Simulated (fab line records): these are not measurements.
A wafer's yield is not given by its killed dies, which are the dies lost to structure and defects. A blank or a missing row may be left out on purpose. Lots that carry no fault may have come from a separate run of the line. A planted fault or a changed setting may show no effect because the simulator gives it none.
Which of the tools did it? + flow nand-harc + 12 lots, 36 wafers sampled, at 6 steps of a route of 1302

## WHAT THE GAUGES SHOWED, per wafer
NHARC_A_DECK1_JOINT_INSPECT_05.
| lot  | measured     | on                | raw-defect-count |
|------|--------------|-------------------|------------------|
| L156 | day 12 17:05 | defect-inspect-02 | 351 334 385      |
| L157 | day 12 17:07 | defect-inspect-02 | 236 530 485      |
| L158 | day 13 14:47 | defect-inspect-02 | 256 266 315      |
| L163 | day 14 18:04 | defect-inspect-02 | 302 247 431      |
| L166 | day 16 15:31 | defect-inspect-02 | 457 1370 1608    |
| L171 | day 19 03:31 | defect-inspect-01 | 355 253 265      |
| L172 | day 19 03:41 | defect-inspect-02 | 355 355 221      |
| L173 | day 19 16:27 | defect-inspect-02 | 214 226 443      |
| L174 | day 20 10:41 | defect-inspect-02 | 184 160 191      |
| L175 | day 20 10:46 | defect-inspect-01 | 527 441 427      |
| L176 | day 21 06:35 | defect-inspect-02 | 191 239 315      |
| L178 | day 21 19:59 | defect-inspect-02 | 273 287 342      |

NHARC_END_SORT_01.
| lot  | measured     | on        | killed-at-array | killed-at-other | killed-at-periphery | killed-dies | killed-open | killed-short |
|------|--------------|-----------|-----------------|-----------------|---------------------|-------------|-------------|--------------|
| L166 | day 29 12:40 | prober-02 | 84 517 530      | 0 0 1           | 3 1 1               | 87 518 532  | 4 5 3       | 2 2 0        |

## WHICH TOOL RAN EACH LOT (tool, then ch and the chambers of the sampled wafers, then the start)
| lot  | NHARC_A_CHANNEL_FILL_D1_ALD_15                 | NHARC_A_CHANNEL_FILL_D1_ETCHBACK_08           | NHARC_A_DECK1_JOINT_ETCHBACK_00  | NHARC_A_DECK1_JOINT_CMP_02    |
|------|------------------------------------------------|-----------------------------------------------|----------------------------------|-------------------------------|
| L156 | ald-sin-batch-03 ch 0, day 11 15:44 or earlier | rie-diel-10 ch 0,1, day 11 15:44 or earlier   | rie-si-01 ch 0,1,3, day 11 15:44 | cmp-02 ch 0,1,3, day 12 16:24 |
| L157 | ald-sin-batch-02 ch 0, day 11 15:43 or earlier | rie-diel-02 ch 1,2, day 11 15:43 or earlier   | rie-si-03 ch 0,2,3, day 11 15:43 | cmp-04 ch 0,2, day 12 16:23   |
| L158 | ald-sin-batch-03 ch 0, day 12 16:42 or earlier | rie-diel-10 ch 1,2,3, day 12 16:42 or earlier | rie-si-01 ch 0,3, day 12 16:42   | cmp-01 ch 0,1,2, day 13 14:10 |
| L163 | ald-sin-batch-02 ch 0, day 13 21:23 or earlier | rie-diel-02 ch 1,2,3, day 13 21:23 or earlier | rie-si-03 ch 0,1,2, day 13 21:23 | cmp-01 ch 0,2,3, day 14 17:24 |
| L166 | ald-sin-batch-01 ch 0, day 15 12:51 or earlier | rie-diel-02 ch 0,1,2, day 15 12:51 or earlier | rie-si-03 ch 1,2,3, day 15 12:51 | cmp-01 ch 0,1, day 16 14:42   |
| L171 | ald-sin-batch-02 ch 0, day 18 02:25 or earlier | rie-diel-01 ch 0,3, day 18 02:25 or earlier   | rie-si-01 ch 2,3, day 18 02:25   | cmp-04 ch 2,3, day 19 02:48   |
| L172 | ald-sin-batch-02 ch 0, day 18 02:25 or earlier | rie-diel-02 ch 0,1,3, day 18 02:25 or earlier | rie-si-03 ch 0,3, day 18 02:25   | cmp-04 ch 0,1,3, day 19 02:59 |
| L173 | ald-sin-batch-02 ch 0, day 18 15:49 or earlier | rie-diel-01 ch 1,2, day 18 15:49 or earlier   | rie-si-01 ch 1,2,3, day 18 15:49 | cmp-02 ch 0,3, day 19 15:44   |
| L174 | ald-sin-batch-03 ch 0, day 19 11:54 or earlier | rie-diel-01 ch 0,1,2, day 19 11:54 or earlier | rie-si-03 ch 0,1,2, day 19 11:54 | cmp-02 ch 0,3, day 20 09:58   |
| L175 | ald-sin-batch-02 ch 0, day 19 11:52 or earlier | rie-diel-01 ch 0,1,3, day 19 11:52 or earlier | rie-si-01 ch 0,1, day 19 11:52   | cmp-04 ch 2,3, day 20 10:00   |
| L176 | ald-sin-batch-01 ch 0, day 20 05:31 or earlier | rie-diel-02 ch 2,3, day 20 05:31 or earlier   | rie-si-03 ch 0,3, day 20 05:31   | cmp-04 ch 2,3, day 21 05:52   |
| L178 | ald-sin-batch-02 ch 0, day 20 20:49 or earlier | rie-diel-01 ch 0,1,2, day 20 20:49 or earlier | rie-si-05 ch 0,1,2, day 20 20:49 | cmp-04 ch 1,2,3, day 21 19:10 |
- NHARC_A_CHANNEL_FILL_D1_ALD_15: deposits SiNx, target thk 2 nm, pulse time 60 s, ald cycles 19.
- NHARC_A_CHANNEL_FILL_D1_ETCHBACK_08: etches the open film in C4F8, target depth 220 nm, time 110 s.
- NHARC_A_DECK1_JOINT_ETCHBACK_00: etches the open film in HBr, target depth 30 nm, time 17.4 s.
- NHARC_A_DECK1_JOINT_CMP_02: polishes SiOx.

## AS READ BY THE TOOLS THEMSELVES (means over the sampled wafers that have a number; for cases with no such wafer, the mark the record gives instead)
NHARC_A_CHANNEL_FILL_D1_ALD_15.
| lot  | tool             | precursor-pulse-height-rel |
|------|------------------|----------------------------|
| L156 | ald-sin-batch-03 | 1.006                      |
| L157 | ald-sin-batch-02 | 0.998                      |
| L158 | ald-sin-batch-03 | 0.990                      |
| L163 | ald-sin-batch-02 | 1.007                      |
| L166 | ald-sin-batch-01 | 1.022                      |
| L171 | ald-sin-batch-02 | 0.998                      |
| L172 | ald-sin-batch-02 | 0.996                      |
| L173 | ald-sin-batch-02 | 1.002                      |
| L174 | ald-sin-batch-03 | 1.002                      |
| L175 | ald-sin-batch-02 | 0.992                      |
| L176 | ald-sin-batch-01 | 1.011                      |
| L178 | ald-sin-batch-02 | 1.014                      |

NHARC_A_CHANNEL_FILL_D1_ETCHBACK_08.
| lot  | tool        | oes-product-au (a.u.) | rf-vpp-V (V) |
|------|-------------|-----------------------|--------------|
| L156 | rie-diel-10 | 0.92                  | 442.2        |
| L157 | rie-diel-02 | 1.01                  | 442.0        |
| L158 | rie-diel-10 | 0.99                  | 441.0        |
| L163 | rie-diel-02 | 0.99                  | 439.1        |
| L166 | rie-diel-02 | 0.92                  | 440.0        |
| L171 | rie-diel-01 | 0.99                  | 438.8        |
| L172 | rie-diel-02 | 0.95                  | 439.3        |
| L173 | rie-diel-01 | 0.99                  | 439.1        |
| L174 | rie-diel-01 | 1.00                  | 438.8        |
| L175 | rie-diel-01 | 0.93                  | 439.3        |
| L176 | rie-diel-02 | 0.92                  | 438.4        |
| L178 | rie-diel-01 | 0.92                  | 438.6        |

NHARC_A_DECK1_JOINT_ETCHBACK_00.
| lot  | tool      | drypump-motor-current-A (A) | oes-product-au (a.u.) | throttle-valve-pct (%) |
|------|-----------|-----------------------------|-----------------------|------------------------|
| L156 | rie-si-01 | 5.7                         | 0.996                 | 23.273                 |
| L157 | rie-si-03 | 5.7                         | 1.004                 | 23.258                 |
| L158 | rie-si-01 | 5.8                         | 1.008                 | 23.263                 |
| L163 | rie-si-03 | 5.4                         | 1.008                 | 23.259                 |
| L166 | rie-si-03 | 5.7                         | 1.009                 | 23.273                 |
| L171 | rie-si-01 | 5.9                         | 1.009                 | 23.266                 |
| L172 | rie-si-03 | 6.0                         | 1.008                 | 23.270                 |
| L173 | rie-si-01 | 5.8                         | 1.013                 | 23.271                 |
| L174 | rie-si-03 | 5.4                         | 1.001                 | 23.272                 |
| L175 | rie-si-01 | 5.1                         | 1.000                 | 23.259                 |
| L176 | rie-si-03 | 5.7                         | 1.011                 | 23.273                 |
| L178 | rie-si-05 | 5.8                         | 0.993                 | 23.268                 |

NHARC_A_DECK1_JOINT_CMP_02.
| lot  | tool   | motor-current-A (A) | slurry-filter-dp-kPa (kPa) |
|------|--------|---------------------|----------------------------|
| L156 | cmp-02 | 11.5                | 13.43                      |
| L157 | cmp-04 | 12.1                | 13.49                      |
| L158 | cmp-01 | 13.5                | 13.54                      |
| L163 | cmp-01 | 12.8                | 13.39                      |
| L166 | cmp-01 | 13.0                | 13.52                      |
| L171 | cmp-04 | 12.2                | 13.45                      |
| L172 | cmp-04 | 12.8                | 13.63                      |
| L173 | cmp-02 | 10.3                | 13.52                      |
| L174 | cmp-02 | 11.0                | 13.39                      |
| L175 | cmp-04 | 12.4                | 13.53                      |
| L176 | cmp-04 | 12.2                | 13.42                      |
| L178 | cmp-04 | 13.0                | 13.51                      |

## THE ANSWER, worked out from the rows above alone
Rule: what is usual is taken from the lots themselves. Put in order of their means at a reading, lots are off if they are a third of the lots or fewer, leave a main group of 4 or more, and stand apart from it by a gap of 3 or more times the standard deviation of the main group's means; of several such gaps the widest counts. If all means in a main group match to the digits the tables above print for the reading, that group is not used. Also off: a lot with no number at a reading for which 4 or more lots have one. The other lots that the step has rows for count as sound. After the gauges, taken in route order, come the tools' own readings; for these a lot's mean is taken, as printed above. At the first step where some lot is off, the reading lying furthest off is the one used; lots without a number count as furthest.
Off: L166 (NHARC_A_DECK1_JOINT_INSPECT_05, raw-defect-count). For the main group the mean is 315 and the standard deviation 74.
If a tool, at a process step before that reading, ran all the lots that are off and no sound lot after the first of them, it fits. The gauges at NHARC_A_DECK1_JOINT_INSPECT_05 are tried like those tools. NHARC_A_CHANNEL_FILL_D1_ALD_15: start missing for some lots; hours and lot order therefore follow NHARC_A_DECK1_JOINT_ETCHBACK_00. NHARC_A_CHANNEL_FILL_D1_ETCHBACK_08: start missing for some lots; hours and lot order therefore follow NHARC_A_DECK1_JOINT_ETCHBACK_00. One fits: cmp-01 at NHARC_A_DECK1_JOINT_CMP_02. Its last sound lot is L163 (day 14 17:24), its first lot that is off L166 (day 16 14:42): a fault that began between those two fits.

## WHAT THE SIMULATOR PUT IN
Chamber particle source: cmp-01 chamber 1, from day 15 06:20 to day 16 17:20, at NHARC_A_DECK1_JOINT_CMP_02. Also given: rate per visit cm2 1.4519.
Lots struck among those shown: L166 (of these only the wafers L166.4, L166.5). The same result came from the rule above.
